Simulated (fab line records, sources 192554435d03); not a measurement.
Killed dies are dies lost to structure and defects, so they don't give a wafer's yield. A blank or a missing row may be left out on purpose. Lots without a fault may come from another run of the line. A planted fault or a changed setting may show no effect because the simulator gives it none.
fab line records | flow n5_finfet
record lots=5 wafers=15 last_day=17
route steps=1938 shown BEOL_M10@1501 PASSIVATION@1936
lots that met no fault: from a run of the same line without faults
start_h: hours from the record's first day to the start of the lot's first wafer shown | wait_h: hours since the lot's step before | " the same as in the row above | L1.1+2: a row that stands for several wafers | - no value, or no start given | * or withheld: withheld | < > ~ a bound
route shown NAME@n: a module of which the file shows steps, and the number in the route of the first | usual: mean/standard deviation of fault-free wafers | same: alike in all rows | chamber/n: place in a boat | sites: the reading at each site | _std_site: their standard deviation | _edge_site: outer sites' mean less inner sites' | radius_mm: how far each site lies from the wafer's centre | mask NAME#n: copy n | behind: the tool/chamber that last shaped the wafer | hold: why the lot was held/for how many hours/how that ended | device: the transistor (n, p or np) that didn't switch | end of line: the same wafers' tests at the end of the route | a step without rows: its recipe alone | killed: dies lost to structure and defects at the first sort, not the wafer's yield | map: a wafer's dies, x killed, . not, _ none there
set.NAME: the setting as run; set.NAME@STEP: as run at that earlier step | model.NAME: the simulator's own value behind a step, which no gauge read
lots at some steps of the route; a table a step, a row a wafer
services: from which hour (start_h, from the record's first day; less than 0 if before it) a tool's chamber was out of use, for how many hours, and why
## steps
# step N5_BEOL_M10_DEVELOP_27
# recipe develop_time_s=30 developer=TMAH resist=CAR-ArF rinse_liquid=diw dry=air_spin dev_temp_c=23
# step N5_BEOL_M10_DESCUM_33
# recipe chemistry=O2 time_s=7.9 source_power_w=50 bias_power_w=20 pressure_mtorr=20 rf_frequency_hz=2.712e+07 temp_c=40 resist=CAR-ArF o2_flow_sccm=225
# step N5_BEOL_M10_ETCH_65
# recipe chemistry=CF4 target=SiARC target_depth_a=390 mask_material=CAR-ArF time_s=65 ion_energy_ev=80 pressure_mtorr=40 source_w=545 bias_w=36 Ar_flow_sccm=100 cf4_flow_sccm=100 ends=cleared
# step N5_BEOL_M10_ETCH_66
# recipe chemistry=N2/H2 target=SOC target_depth_a=1200 overetch_a=240 mask_material=SiARC temp_c=40 time_s=180 ion_energy_ev=200 pressure_mtorr=30 source_w=840 bias_w=150 n2_flow_sccm=200 h2_flow_sccm=200
# step N5_BEOL_M10_STRIP_69
# recipe chemistry=N2/H2 temp_c=40 n2_flow_sccm=200 h2_flow_sccm=200 rf_frequency_hz=6e+07
# step N5_BEOL_M10_VIA_ETCH_34
# recipe chemistry=C4F6/O2 target=SiCOH_lowk target_depth_a=1845 mask_material=SOC taper_deg=4 time_s=69.2 ion_energy_ev=250 pressure_mtorr=30 source_w=345 bias_w=185 Ar_flow_sccm=300 C4F6_flow_sccm=10 O2_flow_sccm=10
# step N5_BEOL_M10_STRIP_73
# recipe chemistry=C4F6/O2 resist=SiARC rf_frequency_hz=6e+07
# step N5_BEOL_M10_STRIP_36
# recipe chemistry=N2/H2 power_w=450 temp_c=40 pressure_mtorr=20 rf_frequency_hz=6e+07 overash_fraction=0.3 bias_power_w=7 h2_frac=0.5 n2_flow_sccm=200 h2_flow_sccm=200
# step N5_BEOL_M10_TRENCH_ETCH_37
# recipe chemistry=C4F6/O2 target_depth_a=1488.3 target=SiCOH_lowk time_s=48 ion_energy_ev=250 pressure_mtorr=30 source_w=345 bias_w=185 Ar_flow_sccm=300 C4F6_flow_sccm=10 O2_flow_sccm=10
# step N5_BEOL_M10_ETCH_41
# recipe chemistry=CH3F/O2 target=SiCN target_depth_a=426 taper_deg=2 time_s=86 ion_energy_ev=120 mask_material=TiN pressure_mtorr=30 source_w=395 bias_w=75 Ar_flow_sccm=150 CH3F_flow_sccm=30 O2_flow_sccm=20
# usual chamber_pressure_mTorr=30.002/0.028 drypump_motor_current_A=5.64/0.28 oes_product_au=0.78/0.083 rf_vpp_V=297.3/1.9 showerhead_plenum_p_Torr=2.01/0.088 throttle_valve_pct=16.39/0.19
# columns lot.wafer tool chamber start_h wait_h chamber_pressure_mTorr drypump_motor_current_A oes_product_au rf_hours_counter_h rf_vpp_V showerhead_plenum_p_Torr throttle_valve_pct model.etch.depth_nm
L283.4 rie_diel-02 1 309.75 - 29.971 5.65 0.84 - 300.7 2.12 16.23 31.47
L283.5 " 2 " " 29.952 5.37 0.76 - 294.7 1.94 16.43 32.58
L283.6 " 0 " " 30.032 5.82 0.68 - 296.2 1.88 16.48 32.22
L286.1 rie_diel-02 2 328.53 - 29.992 5.36 0.75 135 295.2 1.94 16.45 32.71
L286.2 " 3 " " 30.028 5.35 0.97 242 295.6 1.98 16.76 52.83
L286.6 " 1 " " 30.003 5.68 1.15 - 299.2 2.12 16.27 50.98
L288.3 rie_diel-02 1 335.57 - 30.011 5.68 1.15 60 299.5 2.11 16.28 51.08
L288.5 " 1 " " 30.037 5.68 0.84 - 299.4 2.11 16.26 31.62
L288.6 " 3 " " 30.028 5.40 0.98 - 298.0 1.98 16.74 52.88
L289.2 rie_diel-02 3 342.20 - 30.003 5.34 0.98 249 297.2 1.98 16.75 53.09
L289.5 " 3 " " 29.981 5.35 0.71 - 296.4 1.98 16.75 33.27
L289.6 " 2 " " 29.963 5.38 1.02 - 296.5 1.94 16.47 52.11
L291.1 rie_diel-01 3 358.02 - 29.995 5.16 0.77 144 297.7 1.99 16.13 32.75
L291.2 " 0 " " 30.008 6.09 0.81 93 296.6 1.95 16.60 32.41
L291.4 " 2 " " 30.036 6.03 0.89 - 298.7 2.14 16.26 34.56
# step N5_BEOL_M10_STRIP_77
# recipe chemistry=N2/H2 time_s=10 power_w=450 temp_c=40 pressure_mtorr=20 rf_frequency_hz=6e+07 bias_power_w=7 n2_flow_sccm=200 h2_flow_sccm=200
# step N5_PASSIVATION_PROBE_49
# usual defect_limited_yield=91.0/1.4 killed_at_M0_to_M3=36/11 killed_at_M4_up=13/5.4 killed_at_contacts=12/6.4 killed_at_front_end=41/13 killed_at_other=2.9/2.3 killed_dies=106/17 killed_open=70/12 killed_short=34/8.4 sort_bin_4_leakage=0.01/0.057 sort_bin_5_function=5.2/1 sort_bin_6_memory=3.4/0.63 sort_n_pass=1074/18 sort_yield_pct=91.0/1.6
# same gross_dies=1180 killed_at_back_side=0 sort_bin_8_speed[%]=0
# columns lot.wafer tool chamber start_h wait_h defect_limited_yield[%] killed_at_M0_to_M3 killed_at_M4_up killed_at_contacts killed_at_front_end killed_at_other killed_dies killed_open killed_short sort_bin_4_leakage[%] sort_bin_5_function[%] sort_bin_6_memory[%] sort_n_pass sort_yield_pct[%]
L286.1 prober-01 - 372.11 0.0 93.3 28 20 5 21 5 79 49 28 0 4.2 2.1 1101 93.3
L286.2 prober-01 - 372.16 0.1 90.8 31 21 8 42 7 109 81 24 0 5.7 3.6 1071 90.8
L286.6 prober-01 - 372.36 0.3 89.3 55 10 16 42 3 126 81 44 0 6.1 4.2 1054 89.3
L288.3 prober-02 - 381.44 0.1 90.2 60 15 6 34 1 116 68 45 0 6.0 3.5 1064 90.2
L288.5 prober-02 - 381.54 0.2 89.2 60 6 19 34 8 127 79 45 0 5.3 5.0 1053 89.2
L288.6 prober-02 - 381.59 0.3 90.6 54 8 20 26 3 111 72 38 0 4.8 3.9 1069 90.6
L289.2 prober-02 - 395.41 0.1 88.9 38 12 4 70 7 131 87 42 0 7.0 3.8 1049 88.9
L289.5 prober-02 - 395.56 0.2 90.4 26 28 6 48 5 113 74 35 0 5.8 3.1 1067 90.4
L289.6 prober-02 - 395.61 0.3 92.4 29 14 12 33 2 90 63 26 0 4.0 3.4 1090 92.4
L291.1 prober-02 - 418.30 0.0 89.8 44 28 12 30 6 120 82 35 0 5.3 4.3 1060 89.8
L291.2 prober-02 - 418.35 0.1 91.0 57 19 3 26 1 106 72 31 0 4.9 3.8 1074 91.0
L291.4 prober-02 - 418.45 0.2 91.4 49 14 8 29 1 101 69 29 0 4.8 3.5 1079 91.4
# killed by level:class
L286.1 BEOL_M1:geometric_particle:open=9 FIN_SAQP:geometric_particle:short=7 BEOL_M5:geometric_particle:open=6 FIN_SAQP:geometric_particle:open=5 BEOL_M0_SAQP:geometric_particle:open=5 BEOL_M2:geometric_particle:open=4 BEOL_M4:geometric_particle:open=4 GATE_CUT:geometric_particle:short=3
L286.2 FIN_SAQP:geometric_particle:open=21 BEOL_M4:geometric_particle:open=12 BEOL_M0_SAQP:geometric_particle:open=8 FIN_SAQP:geometric_particle:short=6 MOL_CONTACT_COAG:geometric_particle:open=6 BEOL_M0_SAQP:geometric_particle:short=5 BEOL_M2:geometric_particle:open=5 BEOL_M3:geometric_particle:open=5
L286.6 FIN_SAQP:geometric_particle:open=20 MOL_CONTACT_COAG:geometric_particle:open=11 BEOL_M1:geometric_particle:open=9 BEOL_M0_SAQP:geometric_particle:short=8 BEOL_M0_SAQP:geometric_particle:open=8 FIN_SAQP:geometric_particle:short=7 BEOL_M2:geometric_particle:open=7 BEOL_M3:geometric_particle:open=7
L288.3 BEOL_M0_SAQP:geometric_particle:short=19 BEOL_M0_SAQP:geometric_particle:open=19 GATE_CUT:geometric_particle:short=6 MOL_CONTACT_COAG:geometric_particle:open=6 BEOL_M2:geometric_particle:open=6 DUMMY_GATE:geometric_particle:open=5 BEOL_M4:geometric_particle:short=5 BEOL_M1:geometric_particle:open=5
L288.5 BEOL_M0_SAQP:geometric_particle:open=21 BEOL_M0_SAQP:geometric_particle:short=15 MOL_CONTACT_COAG:geometric_particle:open=14 FIN_SAQP:geometric_particle:open=9 FIN_SAQP:geometric_particle:short=8 BEOL_M2:geometric_particle:open=8 BEOL_M1:geometric_particle:open=6 MOL_CONTACT_COAG:geometric_particle:short=4
L288.6 BEOL_M0_SAQP:geometric_particle:open=20 BEOL_M0_SAQP:geometric_particle:short=18 MOL_CONTACT_COAG:geometric_particle:open=14 MOL_CONTACT_COAG:geometric_particle:short=6 FIN_SAQP:geometric_particle:short=4 ILD0:geometric_particle:open=4 BEOL_M1:geometric_particle:open=4 BEOL_M2:geometric_particle:open=4
L289.2 STI_FIN_REVEAL:geometric_particle:open=18 FIN_SAQP:geometric_particle:open=15 FIN_SAQP:geometric_particle:short=15 BEOL_M3:geometric_particle:open=10 BEOL_M2:geometric_particle:open=9 BEOL_M1:geometric_particle:short=6 STARTING-WAFER:geometric_particle:open=5 STI_FIN_REVEAL:geometric_particle:short=4
L289.5 STI_FIN_REVEAL:geometric_particle:open=20 BEOL_M4:geometric_particle:open=18 BEOL_M3:geometric_particle:short=8 BEOL_M3:geometric_particle:open=6 FIN_SAQP:geometric_particle:open=5 STI_FIN_REVEAL:geometric_particle:short=5 BEOL_M2:geometric_particle:open=5 FIN_SAQP:geometric_particle:short=4
L289.6 STI_FIN_REVEAL:geometric_particle:open=13 MOL_CONTACT_COAG:geometric_particle:open=9 BEOL_M4:geometric_particle:open=7 BEOL_M3:geometric_particle:open=6 FIN_SAQP:geometric_particle:open=5 BEOL_M0_SAQP:geometric_particle:open=5 FIN_SAQP:geometric_particle:short=4 BEOL_M1:geometric_particle:open=4
L291.1 BEOL_M4:geometric_particle:open=17 MOL_CONTACT_COAG:geometric_particle:open=11 BEOL_M1:geometric_particle:open=11 FIN_SAQP:geometric_particle:open=8 BEOL_M0:geometric_particle:open=7 BEOL_M0_SAQP:geometric_particle:open=6 BEOL_M0_SAQP:geometric_particle:short=5 BEOL_M2:geometric_particle:short=5
L291.2 BEOL_M2:geometric_particle:open=17 FIN_SAQP:geometric_particle:open=9 BEOL_M1:geometric_particle:open=9 BEOL_M0_SAQP:geometric_particle:open=8 BEOL_M0_SAQP:geometric_particle:short=7 FIN_SAQP:geometric_particle:short=4 BEOL_M0:geometric_particle:open=4 BEOL_M2:geometric_particle:short=4
L291.4 BEOL_M0_SAQP:geometric_particle:short=11 BEOL_M0_SAQP:geometric_particle:open=9 MOL_CONTACT_COAG:geometric_particle:open=8 BEOL_M1:geometric_particle:open=8 STI_FIN_REVEAL:geometric_particle:open=6 FIN_SAQP:geometric_particle:open=5 BEOL_M0:geometric_particle:open=5 BEOL_M2:geometric_particle:open=5
## services
# columns tool chamber start_h hours kind
rie_diel-02 3 307.53 2.1 repair
rie_diel-01 - 319.33 0.6 repair
rie_diel-02 0 332.85 - clean
rie_diel-02 0 332.85 - consumable_replace:focus_ring
rie_diel-02 0 332.85 - consumable_replace:showerhead
rie_diel-02 0 332.85 16.9 scheduled_down
rie_diel-02 0 332.85 16.9 vent_cycle
rie_diel-01 1 344.14 - clean
rie_diel-01 1 344.14 - consumable_replace:esc
rie_diel-01 1 344.14 - consumable_replace:focus_ring
rie_diel-01 1 344.14 22.4 scheduled_down
rie_diel-01 1 344.14 22.4 vent_cycle
rie_diel-02 3 349.78 - clean
rie_diel-02 3 349.78 - consumable_replace:focus_ring
rie_diel-02 3 349.78 20.1 scheduled_down
rie_diel-02 3 349.78 20.1 vent_cycle
## key
first_sign step=N5_BEOL_M10_ETCH_41 reading=oes_product_au direction=up sigmas=3.2 usual=0.78 struck=1.04
effect none on later readings
model_effect step=N5_BEOL_M10_ETCH_41 value=etch.depth_nm without=32.6 struck=52.16
met_at N5_BEOL_M10_ETCH_41
struck_wafers L286.2,L286.6,L288.3,L288.6,L289.2,L289.6
onset_between 309.75 328.53
fault kind=process_parameter_drift tool=rie_diel-02 chamber=- onset_h=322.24 steps=N5_BEOL_M10_ETCH_41 channel=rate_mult offset=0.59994 shape=step end_h=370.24 scope=struck_wafers_only
